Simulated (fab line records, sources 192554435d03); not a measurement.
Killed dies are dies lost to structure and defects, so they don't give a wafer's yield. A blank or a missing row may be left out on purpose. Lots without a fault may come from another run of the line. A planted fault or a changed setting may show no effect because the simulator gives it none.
fab line records | flow n5_finfet
record lots=15 wafers=45 last_day=18
route steps=1938 shown BEOL_M5@1129
lots that met no fault: from a run of the same line without faults
start_h: hours from the record's first day to the start of the lot's first wafer shown | wait_h: hours since the lot's step before | " the same as in the row above | L1.1+2: a row that stands for several wafers | - no value, or no start given | * or withheld: withheld | < > ~ a bound
route shown NAME@n: a module of which the file shows steps, and the number in the route of the first | usual: mean/standard deviation of fault-free wafers | same: alike in all rows | chamber/n: place in a boat | sites: the reading at each site | _std_site: their standard deviation | _edge_site: outer sites' mean less inner sites' | radius_mm: how far each site lies from the wafer's centre | mask NAME#n: copy n | behind: the tool/chamber that last shaped the wafer | hold: why the lot was held/for how many hours/how that ended | device: the transistor (n, p or np) that didn't switch | end of line: the same wafers' tests at the end of the route | a step without rows: its recipe alone | killed: dies lost to structure and defects at the first sort, not the wafer's yield | map: a wafer's dies, x killed, . not, _ none there
set.NAME: the setting as run; set.NAME@STEP: as run at that earlier step | model.NAME: the simulator's own value behind a step, which no gauge read
steps of the route over a sample of lots; a table a step, a row a wafer
services: from which hour (start_h, from the record's first day; less than 0 if before it) a tool's chamber was out of use, for how many hours, and why
## steps
# step N5_BEOL_M5_DESCUM_16
# recipe chemistry=O2 time_s=7 source_power_w=50 bias_power_w=20 pressure_mtorr=20 rf_frequency_hz=2.712e+07 temp_c=40 resist=CAR-EUV o2_flow_sccm=225
# usual drypump_motor_current_A=5.8/0.55 oes_product_au=0.80/0.11 rf_vpp_V=243.5/1.3 showerhead_plenum_p_Torr=2.11/0.063 temp_c=39.99/0.098 throttle_valve_pct=20.41/0.25
# columns lot.wafer tool chamber start_h wait_h drypump_motor_current_A oes_product_au rf_hours_counter_h rf_vpp_V showerhead_plenum_p_Torr temp_c throttle_valve_pct
L478.1 rie_diel-02 2 169.33 0.0 5.9 0.70 236 240.9 1.98 40.16 20.34
L478.4 " 0 " " 5.2 0.70 225 245.6 2.12 39.94 20.16
L478.6 " 3 " " 6.2 0.68 - 243.7 2.18 40.04 20.57
L479.4 rie_diel-05 3 203.62 0.3 5.8 0.70 - 244.6 2.15 40.07 20.63
L479.5 " 0 " " 6.6 0.76 - 243.0 2.03 39.94 20.21
L479.6 " 2 " " 6.6 0.75 - 243.8 2.11 40.00 20.61
L481.1 rie_diel-03 1 209.95 0.0 5.3 0.73 188 241.9 2.09 40.04 20.92
L481.2 " 2 " " 6.0 0.97 12 242.5 2.12 40.02 20.28
L481.3 " 0 " " 5.9 0.93 23 243.1 2.03 40.04 20.30
L482.2 rie_diel-03 2 220.32 0.0 5.9 0.97 16 245.8 2.12 39.91 20.29
L482.4 " 0 " " 5.9 0.93 26 242.0 2.03 39.93 20.29
L482.5 " 0 " " 5.9 0.93 - 242.7 2.03 39.90 20.28
L483.1 rie_diel-05 1 230.98 0.0 5.3 0.98 4 244.9 2.14 40.05 20.32
L483.4 " 0 " " 6.6 0.75 170 241.9 2.02 40.05 20.23
L483.5 " 0 " " 6.6 0.75 - 242.4 2.02 40.00 20.23
L485.1 rie_diel-03 1 232.98 0.0 5.3 0.72 195 243.0 2.09 39.97 20.93
L485.3 " 2 " " 5.9 0.96 20 243.8 2.12 39.94 20.27
L485.4 " 0 " " 5.9 0.92 30 242.9 2.02 39.91 20.32
L484.1 rie_diel-03 3 235.08 0.2 4.8 0.73 192 243.6 2.17 40.09 20.53
L484.2 " 0 " " 5.9 0.92 30 242.9 2.02 40.03 20.30
L484.6 " 2 " " 5.9 0.96 - 243.6 2.12 39.96 20.28
L488.2 rie_diel-03 3 254.59 0.3 4.8 0.71 198 244.9 2.17 39.92 20.54
L488.4 " 2 " " 6.0 0.94 27 243.8 2.12 40.10 20.29
L488.6 " 3 " " 4.8 0.71 - 244.4 2.17 40.08 20.54
L493.2 rie_diel-03 3 270.12 0.3 4.8 0.71 202 243.5 2.17 40.11 20.53
L493.3 " 2 " " 6.0 0.93 30 244.0 2.12 39.81 20.30
L493.5 " 1 " " 5.3 0.72 - 242.9 2.08 40.01 20.94
L492.1 rie_diel-05 1 278.64 0.0 5.3 0.95 17 243.3 2.14 39.98 20.34
L492.3 " 2 " " 6.6 0.74 186 243.4 2.10 39.99 20.64
L492.6 " 3 " " 5.8 0.69 - 244.1 2.14 40.03 20.65
L494.3 rie_diel-03 1 286.98 0.0 5.3 0.71 211 242.6 2.08 40.24 20.96
L494.4 " 3 " " 4.8 0.72 206 244.3 2.17 40.05 20.56
L494.6 " 0 " " 5.9 0.89 - 242.5 2.02 39.95 20.34
L495.2 rie_diel-02 0 289.40 0.0 5.2 0.99 1 243.4 2.11 39.97 19.97
L495.3 " 2 " " 5.9 0.87 - 246.0 2.23 40.08 20.08
L495.5 " 0 " " 5.2 1.00 - 243.6 2.11 39.96 19.98
L497.2 rie_diel-03 3 301.98 0.0 4.8 0.70 211 241.8 2.17 39.74 20.57
L497.4 " 2 " " 6.0 0.90 - 243.6 2.11 39.77 20.31
L497.5 " 0 " " 5.9 0.89 - 242.9 2.02 40.11 20.35
L498.1 rie_diel-03 1 319.87 0.0 5.3 0.71 219 243.0 2.08 40.17 20.99
L498.2 " 3 " " 4.8 0.70 217 243.3 2.16 40.15 20.57
L498.3 " 2 " " 6.0 0.89 46 243.7 2.11 39.88 20.33
L499.3 rie_diel-02 2 321.32 0.0 5.9 0.87 28 244.1 2.23 40.04 20.08
L499.5 " 0 " " 5.2 0.93 - 244.8 2.10 39.97 20.02
L499.6 " 3 " " 6.2 0.99 - 243.8 2.17 39.90 20.13
# step N5_BEOL_M5_PEB_26
# recipe peb_temp_c=100 peb_time_s=60 resist=CAR-EUV
# usual chill_plate_temp_C=23.02/0.12 exhaust_pa=45.0/0.96
# columns lot.wafer tool chamber start_h wait_h chill_plate_temp_C exhaust_pa
L478.1 litho_track-03 0 176.93 0.1 22.96 45.0
L478.4 " 0 " " 22.87 45.5
L478.6 " 0 " " 23.01 46.3
L479.4 litho_track-04 0 204.85 0.0 22.91 44.6
L479.5 " 0 " " 22.86 43.1
L479.6 " 0 " " 23.07 44.7
L481.1 litho_track-04 0 211.94 0.1 23.01 45.9
L481.2 " 0 " " 23.03 45.2
L481.3 " 0 " " 22.88 44.8
L482.2 litho_track-04 0 222.92 0.1 22.80 44.9
L482.4 " 0 " " 23.03 45.6
L482.5 " 0 " " 22.93 45.3
L483.1 litho_track-04 - 231.69 0.1 - -
L483.4 " - " " - -
L483.5 " - " " - -
L485.1 litho_track-05 - 233.78 0.1 - -
L485.3 " - " " - -
L485.4 " - " " - -
L484.1 litho_track-03 - 237.97 0.1 - -
L484.2 " - " " - -
L484.6 " - " " - -
L488.2 litho_track-04 0 255.31 0.1 23.10 44.2
L488.4 " 0 " " 23.05 45.4
L488.6 " 0 " " 23.16 44.5
L493.2 litho_track-04 0 273.62 0.1 22.81 45.3
L493.3 " 0 " " 22.89 46.6
L493.5 " 0 " " 22.86 45.4
L492.1 litho_track-05 0 279.94 0.1 23.10 43.7
L492.3 " 0 " " 23.04 44.3
L492.6 " 0 " " 23.05 43.9
L494.3 litho_track-04 0 287.83 0.0 22.96 44.9
L494.4 " 0 " " 23.03 46.3
L494.6 " 0 " " 23.03 46.0
L495.2 litho_track-03 0 291.36 0.1 22.68 45.9
L495.3 " 0 " " 22.85 45.0
L495.5 " 0 " " 22.70 46.2
L497.2 litho_track-05 0 305.63 0.1 22.94 45.3
L497.4 " 0 " " 22.86 45.5
L497.5 " 0 " " 22.93 45.2
L498.1 litho_track-05 0 320.54 0.1 22.87 44.7
L498.2 " 0 " " 23.14 45.8
L498.3 " 0 " " 22.92 44.9
L499.3 litho_track-05 0 322.94 0.0 23.19 44.4
L499.5 " 0 " " 23.22 44.0
L499.6 " 0 " " 23.14 44.2
# step N5_BEOL_M5_OVL_MEAS_29
# recipe points_per_wafer=522
# usual V4_OVL=0.8/0.78
# columns lot.wafer tool chamber start_h wait_h V4_OVL[nm]
L478.1 overlay-01 0 177.03 0.0 2.1
L478.4 " 0 " " 1.0
L478.6 " 0 " " 1.4
L479.4 overlay-02 0 204.96 0.0 1.8
L479.5 " 0 " " -0.4
L479.6 " 0 " " 1.5
L481.1 overlay-02 0 212.05 0.0 0.9
L481.2 " 0 " " 2.0
L481.3 " 0 " " 2.6
L482.2 overlay-01 0 223.02 0.0 0.8
L482.4 " 0 " " 0.3
L482.5 " 0 " " -0.3
L483.1 overlay-01 0 231.79 0.0 -
L483.4 " 0 " " -
L483.5 " 0 " " -
L485.1 overlay-02 0 233.88 0.0 -
L485.3 " 0 " " -
L485.4 " 0 " " -
L484.1 overlay-01 0 238.07 0.0 -
L484.2 " 0 " " -
L484.6 " 0 " " -
L488.2 overlay-02 0 255.42 0.0 1.1
L488.4 " 0 " " 0.9
L488.6 " 0 " " 1.3
L493.2 overlay-02 0 273.72 0.0 0.3
L493.3 " 0 " " 0.3
L493.5 " 0 " " 1.7
L492.1 overlay-01 0 280.04 0.0 1.2
L492.3 " 0 " " 2.8
L492.6 " 0 " " 2.3
L494.3 overlay-01 0 287.93 0.0 1.4
L494.4 " 0 " " 0.7
L494.6 " 0 " " 0.2
L495.2 overlay-02 0 291.46 0.0 0.6
L495.3 " 0 " " 0.9
L495.5 " 0 " " -0.1
L497.2 overlay-02 0 305.73 0.0 -0.2
L497.4 " 0 " " -0.6
L497.5 " 0 " " 0.4
L498.1 overlay-01 0 320.64 0.0 0.6
L498.2 " 0 " " 0.7
L498.3 " 0 " " 1.3
L499.3 overlay-01 0 323.05 0.0 0.5
L499.5 " 0 " " 1.2
L499.6 " 0 " " 1.3
# step N5_BEOL_M5_ETCH_41
# recipe chemistry=CH3F/O2 target=SiCN target_depth_a=315 taper_deg=2 time_s=56.7 ion_energy_ev=120 mask_material=TiN pressure_mtorr=30 source_w=395 bias_w=75 Ar_flow_sccm=150 CH3F_flow_sccm=30 O2_flow_sccm=20
# usual bias_w=74.96/0.21 drypump_motor_current_A=5.9/0.56 oes_product_au=0.80/0.1 rf_vpp_V=297.8/1.4 showerhead_plenum_p_Torr=2.03/0.06 throttle_valve_pct=16.33/0.24
# columns lot.wafer tool chamber start_h wait_h bias_w drypump_motor_current_A oes_product_au rf_hours_counter_h rf_vpp_V showerhead_plenum_p_Torr throttle_valve_pct
L478.1 rie_diel-05 2 - - 74.98 6.6 0.75 154 296.3 1.99 16.26
L478.4 " 1 " " 75.18 5.3 0.69 245 297.7 2.06 16.55
L478.6 " 1 " " 75.45 5.3 0.69 - 300.7 2.06 16.56
L479.4 rie_diel-02 3 - - 75.11 6.3 0.67 233 297.6 2.06 16.34
L479.5 " 1 " " 74.97 6.3 0.81 - 298.4 2.03 15.94
L479.6 " 2 " " 75.34 5.9 0.69 - 295.4 1.91 16.44
L481.1 rie_diel-02 1 - - 74.96 6.3 0.80 74 296.6 2.03 15.94
L481.2 " 0 " " 75.25 5.2 0.69 238 298.0 2.05 16.40
L481.3 " 2 " " 74.88 5.9 0.68 249 293.5 1.91 16.44
L482.2 rie_diel-05 2 - - 75.19 6.7 0.75 171 298.1 1.99 16.31
L482.4 " 0 " " 74.96 6.6 0.73 168 294.7 1.94 16.15
L482.5 " 0 " " 75.15 6.6 0.73 - 296.0 1.94 16.16
L483.1 rie_diel-03 2 - - 74.97 6.0 0.96 19 298.7 2.06 16.35
L483.4 " 1 " " 74.76 5.3 0.73 195 296.8 1.99 16.73
L483.5 " 1 " " 74.93 5.4 0.73 - 298.1 1.99 16.72
L485.1 rie_diel-03 3 - - 75.24 4.8 0.73 192 299.1 2.11 16.58
L485.3 " 1 " " 74.80 5.4 0.73 196 297.0 1.99 16.73
L485.4 " 0 " " 75.04 5.9 0.93 30 295.4 1.96 16.39
L484.1 rie_diel-03 0 - - 74.88 5.9 0.92 31 296.7 1.96 16.39
L484.2 " 2 " " 74.55 6.0 0.94 21 299.6 2.06 16.35
L484.6 " 1 " " 74.97 5.3 0.73 - 298.6 1.99 16.72
L488.2 rie_diel-05 2 - - 75.06 6.6 0.73 179 297.7 1.99 16.31
L488.4 " 1 " " 74.78 5.3 0.94 10 298.8 2.05 16.17
L488.6 " 1 " " 74.91 5.3 0.95 - 299.8 2.05 16.18
L493.2 rie_diel-05 0 - - 75.09 6.6 0.73 180 295.2 1.94 16.19
L493.3 " 3 " " 74.73 5.9 0.69 196 299.2 2.07 16.67
L493.5 " 1 " " 74.48 5.3 0.93 - 299.9 2.05 16.19
L492.1 rie_diel-05 2 - - 74.53 6.7 0.73 186 297.2 1.98 16.34
L492.3 " 0 " " 74.62 6.6 0.73 182 295.4 1.93 16.19
L492.6 " 3 " " 75.10 5.8 0.70 - 297.5 2.07 16.70
L494.3 rie_diel-05 1 - - 74.73 5.3 0.93 19 297.6 2.05 16.19
L494.4 " 3 " " 74.77 5.8 0.69 200 299.8 2.07 16.69
L494.6 " 0 " " 75.00 6.6 0.73 - 296.0 1.93 16.22
L495.2 rie_diel-03 1 - - 75.17 5.3 0.72 213 297.9 1.98 16.77
L495.3 " 2 " " 75.21 6.0 0.91 38 298.3 2.06 16.38
L495.5 " 3 " " 74.79 4.8 0.71 - 298.9 2.10 16.60
L497.2 rie_diel-02 2 - - 74.70 5.9 0.88 23 300.5 2.15 16.03
L497.4 " 0 " " 74.90 5.2 0.95 - 298.4 2.05 16.07
L497.5 " 1 " " 74.60 6.3 0.77 - 296.7 2.02 15.98
L498.1 rie_diel-02 0 - - 74.98 5.2 0.93 15 298.4 2.04 16.08
L498.2 " 1 " " 74.80 6.3 0.77 109 298.8 2.01 16.02
L498.3 " 2 " " 75.35 5.9 0.87 28 299.9 2.15 16.06
L499.3 rie_diel-02 3 - - 75.13 6.2 1.00 2 298.9 2.05 15.86
L499.5 " 2 " " 74.57 5.9 0.86 - 299.5 2.15 16.06
L499.6 " 0 " " 75.11 5.2 0.92 - 297.4 2.04 16.09
## services
# columns tool chamber start_h hours kind
rie_diel-02 - 145.77 0.3 repair
rie_diel-03 2 149.60 - clean
rie_diel-03 2 149.60 - consumable_replace:focus_ring
rie_diel-05 1 196.49 - clean
rie_diel-05 1 196.49 - consumable_replace:focus_ring
rie_diel-05 1 196.49 20.2 scheduled_down
rie_diel-05 1 196.49 20.2 vent_cycle
rie_diel-02 2 214.60 - clean
rie_diel-02 2 214.60 - consumable_replace:focus_ring
rie_diel-02 2 214.60 - consumable_replace:showerhead
rie_diel-02 2 214.60 22.7 scheduled_down
rie_diel-02 2 214.60 22.7 vent_cycle
rie_diel-02 0 254.63 - clean
rie_diel-02 0 254.63 - consumable_replace:focus_ring
rie_diel-02 0 254.63 32.4 scheduled_down
rie_diel-02 0 254.63 32.4 vent_cycle
litho_track-04 - 276.01 - consumable_replace:filter
rie_diel-02 3 287.04 - clean
rie_diel-02 3 287.04 - consumable_replace:focus_ring
rie_diel-02 3 287.04 29.0 scheduled_down
rie_diel-02 3 287.04 29.0 vent_cycle
rie_diel-03 1 298.81 7.3 repair
litho_track-05 - 309.19 - consumable_replace:filter
rie_diel-02 1 322.00 2.0 repair
## key
first_sign step=N5_BEOL_M5_PEB_26 reading=tool_record direction=missing
effect none on later readings
met_at N5_BEOL_M5_PEB_26
struck_lots L483,L484,L485
later_rows_left_out L483.1,L483.4,L483.5,L484.1,L484.2,L484.6,L485.1,L485.3,L485.4
sort_left_out L483.1,L483.4,L483.5,L484.1,L484.2,L484.6,L485.1,L485.3,L485.4
not_acting_at N5_BEOL_M5_DESCUM_16,N5_BEOL_M5_OVL_MEAS_29,N5_BEOL_M5_ETCH_41
onset_between 222.92 231.69
fault kind=skipped_step_whole tool=litho_track-03,litho_track-04,litho_track-05 chamber=- onset_h=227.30 steps=N5_BEOL_M5_PEB_26 scope=struck_lots_only
# sort_left_out: the simulated sort isn't trusted on such a fault, so these wafers' sort isn't shown, and their yield isn't known
# later_rows_left_out: the simulator's readings of these wafers behind a module that went badly wrong aren't trusted and aren't shown, but for the sort
